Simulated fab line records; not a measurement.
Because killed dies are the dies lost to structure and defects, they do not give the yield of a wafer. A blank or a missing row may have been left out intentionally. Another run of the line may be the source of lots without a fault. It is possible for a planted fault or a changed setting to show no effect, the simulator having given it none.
A struck lot beside a sound one :: flow nand-harc :: 42 steps out of a route of 1159
Sound: wafers L542.1, L542.2, L542.4. Struck: wafers L536.1, L536.4. (L536.6 of the same lot was not struck and is left out.) The cause comes at the end.
Order at every step that has rows: each side's tool, ch and its chambers, its first start. Under that, the readings that differ: sound wafers :: struck wafers :: difference of the means :: sigmas: that difference in standard deviations of wafers without a fault.
alike: same words and numbers on both sides, and readings whose means sit less than 2 such deviations apart. not compared: any withheld reading, any reading some wafer has no value for, any bound like >300 that may hide the same value, and any number with overlapping values for which the record gives no deviation.
The two part at a step that has a row with sigmas, a row that says differs or no value, or rows on one side only. Numbers that have no deviation but don't overlap get no sigmas and don't part them. Lack of a reading on every wafer of one side parts them only where that side has two or more wafers.

first, 4 steps without rows for these wafers: NHARC_HYBRID_BOND_PRECLEAN_01 (cleans in DIW, time 300 s); NHARC_HYBRID_BOND_SRD_02 (time 30 s, dry time 20 s); NHARC_HYBRID_BOND_BOND_03; NHARC_HYBRID_BOND_ANNEAL_04 (time 7200 s).
NHARC_HYBRID_BOND_OVL_MEAS_05:
  sound on overlay-01 at day 23 01:53; struck on overlay-02 at day 21 04:49
  alike: overlay-x-nm, overlay-y-nm
NHARC_HYBRID_BOND_INSPECT_06: inspects for defects (ir void).
  sound on defect-inspect-01 at day 23 01:56; struck on defect-inspect-02 at day 21 04:53
reading: raw-defect-count
sound: 53 61 65
struck: 14 13
difference: -46
sigmas: -3
then, 2 steps without rows for these wafers: NHARC_THIN_TSV_GRIND_00; NHARC_THIN_TSV_CMP_01 (polishes).
NHARC_THIN_TSV_THK_MEAS_02: measures by ir.
  sound on film-metro-01 at day 23 04:46; struck on film-metro-02 at day 21 08:52
  alike: thk-nm
then, 3 steps without rows for these wafers: NHARC_THIN_TSV_SRD_03; NHARC_THIN_TSV_PRECLEAN_41 (cleans in SC1); NHARC_THIN_TSV_SRD_42.
NHARC_THIN_TSV_DEP_43: deposits SiO2, target thk 1328.5 nm.
  sound on pecvd-04 ch 0,1, day 23 05:02; struck on pecvd-01 ch 0, day 21 09:05
reading: throttle-valve-pct (%)
sound: 16.7 16.8 16.7
struck: 15.0 15.1
difference: -1.7
sigmas: -3
then, 8 steps without rows for these wafers: NHARC_THIN_TSV_DEHYDRATE_04 (time 120 s); NHARC_THIN_TSV_HMDS_05 (time 30 s); NHARC_THIN_TSV_COAT_06; NHARC_THIN_TSV_SOFTBAKE_07 (time 95 s); NHARC_THIN_TSV_EBR_08; NHARC_THIN_TSV_EXPOSE_09 (exposes mask TSV); NHARC_THIN_TSV_PEB_10 (peb time 85 s); NHARC_THIN_TSV_DEVELOP_11 (time 70 s).
NHARC_THIN_TSV_CD_MEAS_12: target cd 1000 nm.
  sound on cd-sem-02 ch 0, day 23 05:49; struck on cd-sem-03 ch 0, day 21 09:47
  alike: cd-nm
then, 1 step without rows for these wafers: NHARC_THIN_TSV_HARDBAKE_13 (time 80 s).
NHARC_THIN_TSV_DESCUM_14: chemistry O2, time 3 s.
  sound on rie-diel-01 ch 0,1,3, day 23 05:59; struck on rie-diel-03 ch 1,2, day 21 09:57
  alike: drypump-motor-current-A, mfc-ar-sccm, o2-flow-sccm, oes-product-au, rf-vpp-V, showerhead-plenum-p-Torr, throttle-valve-pct
  not compared: rf-hours-counter-h
then, 2 steps without rows for these wafers: NHARC_THIN_TSV_ETCH_44 (etches the open film in CF4/O2, target depth 1594.2 nm, time 797.1 s); NHARC_THIN_TSV_ETCH_15 (target depth 3000 nm, bosch target overetch cycles 2, bosch etch step 2.8 s).
NHARC_THIN_TSV_CD_MEAS_16:
  sound on cd-sem-03 at day 23 06:47; struck on cd-sem-02 at day 21 10:53
  alike: cd-nm
then, 3 steps without rows for these wafers: NHARC_THIN_TSV_STRIP_45 (strips in O2); NHARC_THIN_TSV_STRIP_46 (strips in post etch residue remover, time 1200 s); NHARC_THIN_TSV_DEP_47 (deposits SiO2, target thk 200 nm).
NHARC_THIN_TSV_ETCHBACK_48: etches the open film in C4F8/Ar, target depth 1028.5 nm, time 405.17 s.
  sound on rie-diel-07 ch 1,2,3, day 23 08:04; struck on rie-diel-03 ch 3, day 21 12:15
reading: rf-vpp-V (V)
sound: 541 543 544
struck: 550 552
difference: +8
sigmas: +3
  alike: bias-w, oes-product-au
  not compared: rf-hours-counter-h
then, 1 step without rows for these wafers: NHARC_THIN_TSV_STRIP_62 (strips in N2/H2, time 20 s).
NHARC_THIN_TSV_DEGAS_49: time 120 s.
  sound on pvd-sputter-03 at day 23 08:35; struck on pvd-sputter-03 at day 21 12:47
  alike: heater-power-w
NHARC_THIN_TSV_PRE_CLEAN_50: time 30 s.
  sound on pvd-sputter-03; struck on pvd-sputter-03
  alike: heater-power-w
then, 1 step without rows for these wafers: NHARC_THIN_TSV_PVD_19 (deposits TaN, target thk 20 nm).
NHARC_THIN_TSV_PVD_51: deposits Cu, target thk 100 nm.
  sound on pvd-sputter-03; struck on pvd-sputter-03
  alike: throttle-valve-pct
then, 5 steps without rows for these wafers: NHARC_THIN_TSV_ECD_20 (material Cu, target thk 2000 nm); NHARC_THIN_TSV_ANNEAL_52 (time 90 s); NHARC_THIN_TSV_CMP_21 (polishes, t overpolish 30 s, target thk 2000 nm); NHARC_THIN_TSV_SRD_23; NHARC_THIN_TSV_DEGAS_53 (time 60 s).
NHARC_END_SORT_01:
  the record has rows for the struck wafers here (prober-02 ch 0, day 22 05:59) and none for the sound ones

== WHERE THEY PART ==
Last at NHARC_END_SORT_01 as far as this record goes, first at NHARC_HYBRID_BOND_INSPECT_06.

WHY: the cause the simulator had injected
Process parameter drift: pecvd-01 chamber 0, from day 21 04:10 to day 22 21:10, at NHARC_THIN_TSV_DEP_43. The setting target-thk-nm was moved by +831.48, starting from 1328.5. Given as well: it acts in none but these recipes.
